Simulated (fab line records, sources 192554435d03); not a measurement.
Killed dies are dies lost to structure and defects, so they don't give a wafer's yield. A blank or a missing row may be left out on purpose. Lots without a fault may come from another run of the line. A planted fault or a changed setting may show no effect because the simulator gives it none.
A struck lot beside a sound one | flow n5_finfet | 36 steps out of a route of 1938
Sound: wafers L405.1, L405.2, L405.6. Struck: wafers L397.3, L397.5, L397.6. The cause comes at the end.
At each step with rows: each side's tool, then ch and its chambers, then its first start. Under that, the readings that differ: sound wafers | struck wafers | difference of the means | sigmas: that difference in standard deviations of wafers without a fault.
alike: readings whose means differ by less than 2 such deviations, and words and numbers that are the same on both sides. not compared: withheld readings, readings that some wafer has no value for, bounds like >300 that may hide the same value, and numbers for which the record gives no deviation and whose values overlap.
The two part at a step that has a row with sigmas, a row that says differs or no value, or rows on one side only. Numbers that don't overlap but have no deviation are shown without sigmas and don't part them. A reading that every wafer of one side lacks parts them only if that side has two wafers or more.

first, 9 steps without rows for these wafers: N5_BEOL_M2_ANNEAL_95 (time 240 s); N5_BEOL_M2_SPUTTER_96 (material Cu, target thk 4.5 nm, time 8.29 s); N5_BEOL_M2_ECD_50 (material Cu, target thk 300 nm); N5_BEOL_M2_ANNEAL_51 (time 90 s); N5_BEOL_M2_CMP_52 (polishes, stops on SiOC, t overpolish 6.8 s, target thk 40 nm); N5_BEOL_M2_PRE_CLEAN_60 (time 15 s); N5_BEOL_M2_CO_CAP_55 (material Co, precursor CCTBA/H2, target thk 2 nm, time 102.1 s); N5_BEOL_M2_PRE_CLEAN_56 (time 15 s); N5_BEOL_M2_DEP_57 (deposits SiCN from 3MS/NH3, target thk 8 nm, time 14 s).
N5_BEOL_M3_ILD_DEP_00: deposits SiOC from DEMS/O2, target thk 79 nm, time 15.3 s.
  sound on pecvd-01 ch 0,1, day 12 00:38; struck on pecvd-03 ch 0,2, day 10 05:50
  reading                                      | sound                | struck               | difference | sigmas
  heater_power_outer_w (W)                     | 310 219 225          | 167 166 155          | -89        | -2
  heater_power_w (W)                           | 614 440 505          | 368 368 331          | -164       | -3
  susceptor_temp_C (C)                         | 349.50 350.13 349.77 | 343.36 343.33 343.44 | -6.42      | -32
  model.SiOC_of_BEOL_M3_ILD_DEP_00.thk_nm (nm) | 79 78.4 79           | 80.6 82 82.8         | +3.0       |
  alike: showerhead_plenum_p_Torr, throttle_valve_pct
then, 24 steps without rows for these wafers: N5_BEOL_M3_PECVD_72 (deposits SiO2 from TEOS/O2, target thk 16 nm, time 18 s); N5_BEOL_M3_HM_DEP_02 (deposits TiN, target thk 20 nm); N5_BEOL_M3_COAT_61 (time 60 s, resist thk 60 nm); N5_BEOL_M3_COAT_62 (time 60 s, resist thk 12 nm); N5_BEOL_M3_COAT_73 (time 60 s, resist thk 5 nm); N5_BEOL_M3_COAT_05 (resist thk 30 nm); N5_BEOL_M3_EBR_07; N5_BEOL_M3_SOFTBAKE_06 (time 60 s); N5_BEOL_M3_EXPOSE_08 (exposes mask M3); N5_BEOL_M3_PEB_09 (peb time 60 s); N5_BEOL_M3_DEVELOP_10 (develop time 30 s); N5_BEOL_M3_DESCUM_16 (chemistry O2, time 7 s); N5_BEOL_M3_ETCH_74 (etches underlayer in N2/H2, target depth 6.5 nm, time 5.2 s); N5_BEOL_M3_ETCH_63 (etches SiARC in CF4, target depth 15.6 nm, time 26 s); N5_BEOL_M3_ETCH_64 (etches SOC in N2/H2, target depth 75 nm, overetch 15 nm, time 112.5 s); N5_BEOL_M3_STRIP_65 (strips in N2/H2); N5_BEOL_M3_STRIP_75 (strips in N2/H2); N5_BEOL_M3_STRIP_66 (strips in CF4); N5_BEOL_M3_HM_OPEN_17 (chemistry Cl2/BCl3, target TiN, target depth 20 nm, overetch 6 nm); N5_BEOL_M3_STRIP_19 (strips in O2); N5_BEOL_M3_COAT_67 (time 60 s, resist thk 60 nm); N5_BEOL_M3_COAT_68 (time 60 s, resist thk 12 nm); N5_BEOL_M3_COAT_76 (time 60 s, resist thk 5 nm); N5_BEOL_M3_COAT_22 (resist thk 30 nm).
N5_BEOL_M3_CMP_52: polishes, stops on SiOC, t overpolish 6.8 s, target thk 40 nm.
  sound on cmp-04 ch 0,2, day 12 09:15; struck on cmp-04 ch 0,1,2, day 10 16:31
  reading                                      | sound      | struck       | difference | sigmas
  model.SiOC_of_BEOL_M3_ILD_DEP_00.thk_nm (nm) | 76 75.4 76 | 77.6 79 79.8 | +3.0       |
  alike: barrier_field_endpoint_s, motor_current_A, overpolish_run_s, platen_rpm, slurry_flow_ml_min, time_to_endpoint_s
N5_BEOL_M4_RC_MEAS_101:
  sound on prober-02 ch 0, day 12 18:56; struck on prober-01 ch 0, day 11 02:27
  alike: DIBL_N, DIBL_P, IOFF_N, IOFF_P, ION_N, ION_P, SS_N, SS_P, VT_N, VT_P

WHERE THEY PART
Only at N5_BEOL_M3_ILD_DEP_00, within this record. Later steps at which nothing parts them and some readings are alike: N5_BEOL_M3_CMP_52, N5_BEOL_M4_RC_MEAS_101.

WHY: what the simulator had put in
Process parameter drift: pecvd-03, from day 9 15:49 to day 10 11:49, at N5_BEOL_M3_ILD_DEP_00. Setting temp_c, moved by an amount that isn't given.
